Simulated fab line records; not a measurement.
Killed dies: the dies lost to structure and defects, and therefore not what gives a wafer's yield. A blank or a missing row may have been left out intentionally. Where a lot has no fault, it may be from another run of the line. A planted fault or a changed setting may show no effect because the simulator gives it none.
Split-lot trial ; flow n5 finfet ; route with 1938 steps; 7 lots, 21 wafers read

== THE SPLIT ==
At N5_BEOL_M1_ALD_98 (deposits SiO2, target thk 2.5 nm, pulse time 1 s, co reactant pulse time 1 s), the setting ald cycles was moved away from the recipe's 17 on 9 of the 21 wafers read, by -11.8% to +11.8%. All remaining wafers had this setting at the recipe value.

The split's own step is where the reading is taken.

== THE READING ==
SiO2_of_BEOL_M1_ALD_98.thk nm (the simulator's own value, which no gauge read), in nm, at N5_BEOL_M1_ALD_98 (deposits SiO2, target thk 2.5 nm, pulse time 1 s, co reactant pulse time 1 s). No usual value for it is given in the file. The 12 wafers here that ran the recipe average 2.5 nm, standard deviation 0.099 nm.

wafer;tool, chamber at the split;ald cycles as run;against the recipe;SiO2_of_BEOL_M1_ALD_98.thk nm, nm;against lot-mates on the recipe
L078.1;ald sin-04, 0;16;-5.9%;2.4;+0.0
L078.2;ald sin-04, 2,1;17;recipe;2.4;-
L078.3;ald sin-04, 2,1;17;recipe;2.4;-
L081.1;ald sin-01, 3;17;recipe;2.6;-
L081.6;ald sin-01, 3;17;recipe;2.6;-
L081.3;ald sin-01, 2;19;+11.8%;2.8;+0.2
L089.3;ald sin-01, 0,0,3;15;-11.8%;2.2;no lot-mate on the recipe
L089.5;ald sin-01, 0,0,3;15;-11.8%;2.2;no lot-mate on the recipe
L089.6;ald sin-01, 0,0,3;15;-11.8%;2.2;no lot-mate on the recipe
L090.1;ald sin-04, 1,2,1;17;recipe;2.4;-
L090.5;ald sin-04, 1,2,1;17;recipe;2.4;-
L090.6;ald sin-04, 1,2,1;17;recipe;2.4;-
L094.1;ald sin-03, 1;19;+11.8%;2.8;+0.4
L094.2;ald sin-03, 0,2;17;recipe;2.4;-
L094.5;ald sin-03, 0,2;17;recipe;2.4;-
L096.1;ald sin-03, 3,1;17;recipe;2.6;-
L096.2;ald sin-03, 3,1;17;recipe;2.6;-
L096.4;ald sin-03, 2;15;-11.8%;2.2;-0.4
L097.1;ald sin-01, 1,2;18;+5.9%;2.6;+0.0
L097.3;ald sin-01, 1,2;18;+5.9%;2.6;+0.0
L097.2;ald sin-01, 0;17;recipe;2.6;-
The file does not say which wafer passed through which chamber wherever a row lists several chambers: such a row stands for several wafers.

FIT RESULTS
A straight line over all 21 wafers: SiO2_of_BEOL_M1_ALD_98.thk nm changes by +0.0243 nm for each +1% of ald cycles; r = +0.90; the points scatter about the line by 0.081 nm.
The same after taking each lot's own level away (the mean of its wafers on the recipe; 18 wafers): +0.0231 nm for each +1%; r = +0.86; scatter 0.075 nm.
On that fit, the largest move of ald cycles shifts the reading by 0.27 nm.
From 2.40 to 2.60 nm: that is the span of the lots' own levels, equal to 2.0 times the standard deviation above.
The two slopes are in agreement: the lot-to-lot level therefore moves the slope only a little.
Check: +0.284 nm against its lot-mates is what the line predicts for one of the wafers moved furthest among these (+11.8%) when that wafer is left out of the fit. Against them it came out at +0.2 nm.

== OTHER SPLITS ON THESE WAFERS ==
Before the reading, these wafers also passed through other splits. Each is held against what the fit with the lots' levels taken away leaves over:
other split on the same wafers;wafers away from the commonest value;r with SiO2_of_BEOL_M1_ALD_98.thk nm (lot level and that fit taken away)
N5_MOL_CONTACT_COAG_VIA_ETCH_46 bias w;6;+0.08
N5_BEOL_M0_ETCH_138 source w;11;+0.20
N5_BEOL_M0_TRENCH_ETCH_107 target depth a;5;-0.39

== THE FILE'S OWN FIT ==
SiO2_of_BEOL_M1_ALD_98.thk nm changes by +0.0243 nm for each +1% of ald cycles, r = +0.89.
